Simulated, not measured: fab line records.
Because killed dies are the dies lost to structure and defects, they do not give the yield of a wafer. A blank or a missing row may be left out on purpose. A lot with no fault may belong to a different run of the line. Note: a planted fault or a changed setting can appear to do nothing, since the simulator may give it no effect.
Matching of chambers || flow n5-finfet || 4 sister chambers for N5_BEOL_M9_ETCH_66 on rie-diel-05
The step etches SOC in N2/H2, target depth 80 nm, overetch 16 nm, time 120 s. 4 wafers are shown with their chamber, then 9 later ones without.

== WAFERS PAIRED WITH THEIR CHAMBERS ==
{"wafer": "L084.4", "chamber": 3, "drypump-motor-current-A (A)": 5.64}
{"wafer": "L086.1", "chamber": 1, "drypump-motor-current-A (A)": 5.93}
{"wafer": "L086.2", "chamber": 0, "drypump-motor-current-A (A)": 5.60}
{"wafer": "L086.3", "chamber": 2, "drypump-motor-current-A (A)": 6.05}

== WAFERS WITH NO CHAMBER GIVEN ==
{"wafer": "L089.3", "drypump-motor-current-A (A)": 6.06}
{"wafer": "L089.4", "drypump-motor-current-A (A)": 5.92}
{"wafer": "L089.6", "drypump-motor-current-A (A)": 5.91}
{"wafer": "L092.1", "drypump-motor-current-A (A)": 5.65}
{"wafer": "L092.2", "drypump-motor-current-A (A)": 5.90}
{"wafer": "L092.5", "drypump-motor-current-A (A)": 5.92}
{"wafer": "L094.3", "drypump-motor-current-A (A)": 5.64}
{"wafer": "L094.4", "drypump-motor-current-A (A)": 5.64}
{"wafer": "L094.5", "drypump-motor-current-A (A)": 5.92}

== WHICH CHAMBER EACH WENT THROUGH ==
{"wafer": "L089.3", "from the rows above": 2, "in truth": 2}
{"wafer": "L089.4", "from the rows above": 1, "in truth": 1}
{"wafer": "L089.6", "from the rows above": 1, "in truth": 1}
{"wafer": "L092.1", "from the rows above": 3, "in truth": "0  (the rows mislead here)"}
{"wafer": "L092.2", "from the rows above": 1, "in truth": 1}
{"wafer": "L092.5", "from the rows above": 1, "in truth": 1}
{"wafer": "L094.3", "from the rows above": 3, "in truth": 3}
{"wafer": "L094.4", "from the rows above": 3, "in truth": 3}
{"wafer": "L094.5", "from the rows above": 1, "in truth": 1}
8 of 9 placed correctly. Not placeable from these rows: 0. Wrongly placed: 1.
How it was worked out, from the rows above alone: a wafer's distance from a chamber is the root of the sum, over the readings, of the square of ((its reading less the chamber's mean) divided by the reading's scatter). If the next closest chamber is less than 2 further off than the closest, the wafer can't be placed; otherwise it belongs to the closest. A chamber's mean is the mean of its shown wafers. The scatter (one wafer shown for each chamber): square how far every hidden wafer sits from the nearest shown wafer, average those squares and take the square root.
